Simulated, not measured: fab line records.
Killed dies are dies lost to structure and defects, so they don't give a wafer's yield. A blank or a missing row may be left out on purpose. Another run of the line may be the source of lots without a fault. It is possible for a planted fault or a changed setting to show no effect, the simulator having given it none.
The tool behind it: which one? :: flow n5Finfet :: 9 lots, 27 wafers sampled, at 3 steps of a route of 1938

## WHAT THE GAUGES SHOWED, per wafer
N5_MOL_CONTACT_COAG_OVL_MEAS_85.
lot: L835
measured: day 6 22:52
on: overlay-02
VG_OVL (nm): -0.4 -1.3 -1.3

lot: L839
measured: day 7 23:26
on: overlay-01
VG_OVL (nm): -0.8 -0.3 -1.4

lot: L840
measured: day 7 23:50
on: overlay-02
VG_OVL (nm): -0.7 -0.4 -0.9

lot: L844
measured: day 9 04:52
on: overlay-02
VG_OVL (nm): -0.7 -1.3 -0.1

lot: L845
measured: day 9 19:18
on: overlay-01
VG_OVL (nm): -1.5 -1.5 -0.7

lot: L848
measured: day 10 02:28
on: overlay-02
VG_OVL (nm): -1.9 -1.3 -1.4

lot: L849
measured: day 10 06:16
on: overlay-02
VG_OVL (nm): 0.6 -0.7 -0.2

lot: L850
measured: day 10 12:25
on: overlay-01
VG_OVL (nm): -0.9 -1.2 -0.9

lot: L851
measured: day 11 01:15
on: overlay-01
VG_OVL (nm): -0.7 0.4 0.2

## WHAT TOOL EACH LOT RAN ON (gives the tool, then ch and the chambers of the sampled wafers, and finally the start)
lot: L835
N5_MOL_CONTACT_COAG_ETCH_59: rieDiel-01 ch 0,2,3, day 6 11:15
N5_MOL_CONTACT_COAG_PECVD_31: pecvd-04 ch 0,1, day 6 22:30

lot: L839
N5_MOL_CONTACT_COAG_ETCH_59: rieDiel-04 ch 0,3, day 7 13:35
N5_MOL_CONTACT_COAG_PECVD_31: pecvd-03 ch 0,1,2, day 7 23:02

lot: L840
N5_MOL_CONTACT_COAG_ETCH_59: rieDiel-01 ch 0,1,2, day 7 15:12
N5_MOL_CONTACT_COAG_PECVD_31: pecvd-03 ch 0,1,2, day 7 23:28

lot: L844
N5_MOL_CONTACT_COAG_ETCH_59: rieDiel-03 ch 0,2,3, day 8 19:29
N5_MOL_CONTACT_COAG_PECVD_31: pecvd-03 ch 0,1,2, day 9 04:29

lot: L845
N5_MOL_CONTACT_COAG_ETCH_59: rieDiel-01 ch 0,2,3, day 9 06:13
N5_MOL_CONTACT_COAG_PECVD_31: pecvd-01 ch 0,1,2, day 9 18:47

lot: L848
N5_MOL_CONTACT_COAG_ETCH_59: rieDiel-03 ch 1,3, day 9 14:44
N5_MOL_CONTACT_COAG_PECVD_31: pecvd-01 ch 0,1, day 10 02:05

lot: L849
N5_MOL_CONTACT_COAG_ETCH_59: rieDiel-04 ch 0,2,3, day 9 21:53
N5_MOL_CONTACT_COAG_PECVD_31: pecvd-01 ch 1,2, day 10 05:53

lot: L850
N5_MOL_CONTACT_COAG_ETCH_59: rieDiel-03 ch 0,1, day 10 03:14
N5_MOL_CONTACT_COAG_PECVD_31: pecvd-03 ch 0,1, day 10 12:02

lot: L851
N5_MOL_CONTACT_COAG_ETCH_59: rieDiel-03 ch 0,1,3, day 10 10:27
N5_MOL_CONTACT_COAG_PECVD_31: pecvd-03 ch 0,2, day 11 00:45
- N5_MOL_CONTACT_COAG_ETCH_59: etches underlayer in N2/H2, target depth 13 nm, time 10.4 s.
- N5_MOL_CONTACT_COAG_PECVD_31: deposits SiO2 from TEOS/O2, target thk 46 nm, time 8.9 s.

## THE ANSWER, worked out from the rows above alone
Rule: what is usual is taken from the lots themselves. The widest of any qualifying gaps counts: lots, ordered by their means at a reading, are off when they make up no more than a third of the lots, leave a main group of 4 or more, and stand apart from it by 3 or more times the standard deviation of that group's means. Not used: any main group whose means are identical at the precision the tables above print for the reading. Also off: a lot with no number at a reading for which 4 or more lots have one. All remaining lots with rows at the step are treated as sound.
None of the lots is off at any reading shown; this tells nothing.

## WHAT THE SIMULATOR HAD PUT IN
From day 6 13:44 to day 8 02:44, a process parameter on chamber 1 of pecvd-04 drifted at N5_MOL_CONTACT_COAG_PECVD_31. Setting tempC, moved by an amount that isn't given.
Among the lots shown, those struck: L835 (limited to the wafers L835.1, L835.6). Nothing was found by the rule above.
